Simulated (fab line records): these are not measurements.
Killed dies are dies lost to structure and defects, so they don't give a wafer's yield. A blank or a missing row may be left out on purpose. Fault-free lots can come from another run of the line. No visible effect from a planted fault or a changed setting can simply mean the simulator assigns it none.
The tool behind it: which one? + flow nand-harc + 13 lots with 37 wafers sampled at 5 steps, on a route of 1302 steps

## WHAT THE GAUGES READ, wafer by wafer
NHARC_P_STI_CD_MEAS_09: the cd target is 200 nm. Usual: cd-nm at 201 nm, with a standard deviation of 3.
| lot  | measured     | on        | cd-nm (nm)  | flag |
|------|--------------|-----------|-------------|------|
| L958 | day 2 20:16  | cd-sem-02 | 202 205 201 |      |
| L959 | day 3 07:17  | cd-sem-03 | 206 195 204 |      |
| L961 | day 4 04:16  | cd-sem-03 | 198 198 202 |      |
| L962 | day 4 12:49  | cd-sem-01 | 200 202 208 |      |
| L963 | day 4 22:36  | cd-sem-03 | 204 203 199 |      |
| L964 | day 5 06:43  | cd-sem-02 | 198 200 205 |      |
| L965 | day 5 16:29  | cd-sem-01 | 198 204 201 |      |
| L974 | day 9 10:16  | cd-sem-03 | 201 203     |      |
| L975 | day 9 21:54  | cd-sem-01 | 201 204     |      |
| L976 | day 10 06:32 | cd-sem-02 | 198 203 202 |      |
| L977 | day 10 17:13 | cd-sem-03 | 205 203 205 |      |
| L980 | day 11 23:40 | cd-sem-03 | 207 198 201 |      |
| L981 | day 12 09:10 | cd-sem-01 | 202 200 200 |      |

NHARC_P_STI_CD_MEAS_16. Usual: cd-nm at 201 nm, with a standard deviation of 3.5.
| lot  | measured     | on        | cd-nm (nm)  | flag |
|------|--------------|-----------|-------------|------|
| L958 | day 2 20:58  | cd-sem-01 | 202 205 203 |      |
| L959 | day 3 07:59  | cd-sem-03 | 207 196 203 |      |
| L961 | day 4 04:58  | cd-sem-02 | 197 200 199 |      |
| L962 | day 4 13:31  | cd-sem-03 | 201 204 208 |      |
| L963 | day 4 23:17  | cd-sem-01 | 205 206 198 |      |
| L964 | day 5 07:24  | cd-sem-02 | 196 202 206 |      |
| L965 | day 5 17:11  | cd-sem-02 | 197 205 201 |      |
| L974 | day 9 10:58  | cd-sem-03 | 201 202     |      |
| L975 | day 9 22:35  | cd-sem-02 | 200 203     |      |
| L976 | day 10 07:17 | cd-sem-03 | 197 203 199 |      |
| L977 | day 10 17:55 | cd-sem-03 | 204 205 205 |      |
| L980 | day 12 00:22 | cd-sem-03 | 204 195 199 |      |
| L981 | day 12 09:53 | cd-sem-02 | 200 199 199 |      |

NHARC_END_SORT_01. Usual: killed-at-array 59, standard deviation 21; killed-at-other 1.0, standard deviation 1.1; killed-at-periphery 4.0, standard deviation 2.6; killed-dies 64, standard deviation 21; killed-open 3.2, standard deviation 1.7; killed-short 2.5, standard deviation 1.5.
| lot  | measured     | on        | killed-at-array | killed-at-other | killed-at-periphery | killed-dies | killed-open | killed-short | flag |
|------|--------------|-----------|-----------------|-----------------|---------------------|-------------|-------------|--------------|------|
| L975 | day 32 21:13 | prober-01 | 93              | 0               | 3                   | 96          | 2           | 2            |      |
| L976 | day 32 08:13 | prober-01 | 59 59 57        | 1 1 0           | 5 6 3               | 65 66 60    | 6 4 5       | 2 1 6        |      |

## WHICH TOOL RAN EACH LOT (tool, then ch and the chambers of the sampled wafers, then the start)
| lot  | NHARC_P_STI_DESCUM_14              | NHARC_P_STI_ETCH_42                |
|------|------------------------------------|------------------------------------|
| L958 | rie-diel-07 ch 1,2,3, day 2 20:32  | rie-diel-07 ch 0,2,3, day 2 20:37  |
| L959 | rie-diel-10 ch 0,1, day 3 07:33    | rie-diel-10 ch 0,1,3, day 3 07:38  |
| L961 | rie-diel-01 ch 2,3, day 4 04:32    | rie-diel-01 ch 1,2, day 4 04:37    |
| L962 | rie-diel-07 ch 0,1,3, day 4 13:05  | rie-diel-07 ch 0,1, day 4 13:10    |
| L963 | rie-diel-07 ch 0,2,3, day 4 22:52  | rie-diel-07 ch 0,2,3, day 4 22:56  |
| L964 | rie-diel-10 ch 2,3, day 5 06:58    | rie-diel-10 ch 0,1,2, day 5 07:03  |
| L965 | rie-diel-10 ch 0,1,2, day 5 16:46  | rie-diel-10 ch 1,2, day 5 16:50    |
| L974 | rie-diel-07 ch 2,3, day 9 10:32    | rie-diel-07 ch 0,1, day 9 10:37    |
| L975 | rie-diel-07 ch 0,2, day 9 22:11    | rie-diel-07 ch 0,2, day 9 22:15    |
| L976 | rie-diel-10 ch 0,2, day 10 06:48   | rie-diel-10 ch 0,1, day 10 06:54   |
| L977 | rie-diel-10 ch 1,2,3, day 10 17:30 | rie-diel-10 ch 0,1,2, day 10 17:35 |
| L980 | rie-diel-10 ch 1,2,3, day 11 23:56 | rie-diel-10 ch 0,2,3, day 12 00:01 |
| L981 | rie-diel-07 ch 0,2,3, day 12 09:28 | rie-diel-07 ch 1,2,3, day 12 09:32 |
- NHARC_P_STI_DESCUM_14: chemistry O2, time 3 s.
- NHARC_P_STI_ETCH_42: etches the open film in N2/H2, target depth 80 nm, overetch 24 nm, time 61 s.

## AS READ BY THE TOOLS THEMSELVES (means over the sampled wafers that have a number; for cases with no such wafer, the mark the record gives instead)
NHARC_P_STI_DESCUM_14. Usual: chamber-pressure-mTorr 59.99 mTorr, standard deviation 0.053; drypump-motor-current-A 5.8 A, standard deviation 0.39; oes-product-au 1.000 a.u., standard deviation 0.012; rf-vpp-V 57.9 V, standard deviation 0.85; showerhead-plenum-p-Torr 1.92 Torr, standard deviation 0.063; throttle-valve-pct 11.311 %, standard deviation 0.0098.
| lot  | tool        | chamber-pressure-mTorr (mTorr) | drypump-motor-current-A (A) | oes-product-au (a.u.) | rf-vpp-V (V) | showerhead-plenum-p-Torr (Torr) | throttle-valve-pct (%) | flag |
|------|-------------|--------------------------------|-----------------------------|-----------------------|--------------|---------------------------------|------------------------|------|
| L958 | rie-diel-07 | 59.99                          | 6.0                         | 0.995                 | 58.2         | 1.95                            | 11.310                 |      |
| L959 | rie-diel-10 | 60.05                          | 5.6                         | 1.000                 | 57.3         | 1.84                            | 11.313                 |      |
| L961 | rie-diel-01 | 59.99                          | 6.3                         | 1.011                 | 57.7         | 1.84                            | 11.313                 |      |
| L962 | rie-diel-07 | 59.93                          | 5.6                         | 0.999                 | 58.6         | 1.96                            | 11.310                 |      |
| L963 | rie-diel-07 | 59.96                          | 6.0                         | 1.004                 | 58.9         | 1.96                            | 11.317                 |      |
| L964 | rie-diel-10 | 60.04                          | 5.8                         | 1.006                 | 58.5         | 1.95                            | 11.316                 |      |
| L965 | rie-diel-10 | 59.98                          | 5.6                         | 1.000                 | 57.8         | 1.88                            | 11.309                 |      |
| L974 | rie-diel-07 | 60.03                          | 6.2                         | 0.992                 | 56.8         | 1.94                            | 11.312                 |      |
| L975 | rie-diel-07 | 59.95                          | 6.0                         | 1.008                 | 58.0         | 1.96                            | 11.303                 |      |
| L976 | rie-diel-10 | 60.00                          | 5.6                         | 1.000                 | 58.3         | 1.90                            | 11.317                 |      |
| L977 | rie-diel-10 | 59.97                          | 5.6                         | 1.005                 | 57.5         | 1.88                            | 11.300                 |      |
| L980 | rie-diel-10 | 60.02                          | 5.6                         | 0.991                 | 58.3         | 1.88                            | 11.319                 |      |
| L981 | rie-diel-07 | 60.03                          | 6.0                         | 0.983                 | 58.5         | 1.95                            | 11.317                 |      |

NHARC_P_STI_ETCH_42. Usual: chamber-pressure-mTorr 29.999 mTorr (standard deviation 0.027); drypump-motor-current-A 5.8 A (standard deviation 0.38); n2-flow-sccm 150.0 sccm (standard deviation 0.41); oes-product-au 1.000 a.u. (standard deviation 0.012); rf-vpp-V 430.9 V (standard deviation 2.1); showerhead-plenum-p-Torr 2.05 Torr (standard deviation 0.069); throttle-valve-pct 14.171 % (standard deviation 0.0094).
| lot  | tool        | chamber-pressure-mTorr (mTorr) | drypump-motor-current-A (A) | n2-flow-sccm (sccm) | oes-product-au (a.u.) | rf-vpp-V (V) | showerhead-plenum-p-Torr (Torr) | throttle-valve-pct (%) | flag |
|------|-------------|--------------------------------|-----------------------------|---------------------|-----------------------|--------------|---------------------------------|------------------------|------|
| L958 | rie-diel-07 | 29.996                         | 6.0                         | 149.8               | 1.005                 | 431.6        | 2.09                            | 14.163                 |      |
| L959 | rie-diel-10 | 30.012                         | 5.7                         | 149.7               | 0.996                 | 430.5        | 2.03                            | 14.163                 |      |
| L961 | rie-diel-01 | 29.974                         | 5.8                         | 150.0               | 1.013                 | 431.9        | 2.10                            | 14.175                 |      |
| L962 | rie-diel-07 | 30.002                         | 5.5                         | 149.8               | 1.006                 | 433.1        | 2.10                            | 14.173                 |      |
| L963 | rie-diel-07 | 29.982                         | 6.0                         | 149.8               | 1.005                 | 431.4        | 2.09                            | 14.177                 |      |
| L964 | rie-diel-10 | 30.001                         | 5.6                         | 150.0               | 1.003                 | 429.0        | 2.00                            | 14.173                 |      |
| L965 | rie-diel-10 | 29.976                         | 5.5                         | 150.0               | 1.007                 | 428.9        | 1.98                            | 14.170                 |      |
| L974 | rie-diel-07 | 29.989                         | 5.5                         | 150.1               | 0.927                 | 432.1        | 2.09                            | 14.178                 | OFF  |
| L975 | rie-diel-07 | 29.992                         | 6.0                         | 150.3               | 0.938                 | 432.9        | 2.08                            | 14.174                 | OFF  |
| L976 | rie-diel-10 | 30.007                         | 5.7                         | 150.1               | 1.001                 | 429.7        | 2.01                            | 14.167                 |      |
| L977 | rie-diel-10 | 30.002                         | 5.6                         | 150.0               | 0.997                 | 429.1        | 1.99                            | 14.162                 |      |
| L980 | rie-diel-10 | 30.027                         | 5.8                         | 150.2               | 0.985                 | 431.4        | 2.06                            | 14.173                 |      |
| L981 | rie-diel-07 | 30.006                         | 6.0                         | 149.8               | 0.990                 | 431.6        | 2.07                            | 14.164                 |      |

## THE ANSWER, worked out from the rows above alone
Rule: a lot counts as off when the mean over its wafers that have a number is more than 3 standard deviations away from the usual mean. Also off: a lot with no number at a reading for which 4 or more lots have one. Where the step has rows for the other lots, those lots are counted as sound. First the gauges in route order, then the tools' own readings, where a lot's mean is used as printed above. At the first step where some lot is off, the reading lying furthest off is the one used; lots without a number count as furthest.
Off at NHARC_P_STI_ETCH_42 (oes-product-au): L974, L975.
If a tool, at that step or one of the process steps before it, ran each lot that is off and ran no sound lot following the first of them, it fits. Not one of the candidates tried fits.

## WHAT THE SIMULATOR PUT IN
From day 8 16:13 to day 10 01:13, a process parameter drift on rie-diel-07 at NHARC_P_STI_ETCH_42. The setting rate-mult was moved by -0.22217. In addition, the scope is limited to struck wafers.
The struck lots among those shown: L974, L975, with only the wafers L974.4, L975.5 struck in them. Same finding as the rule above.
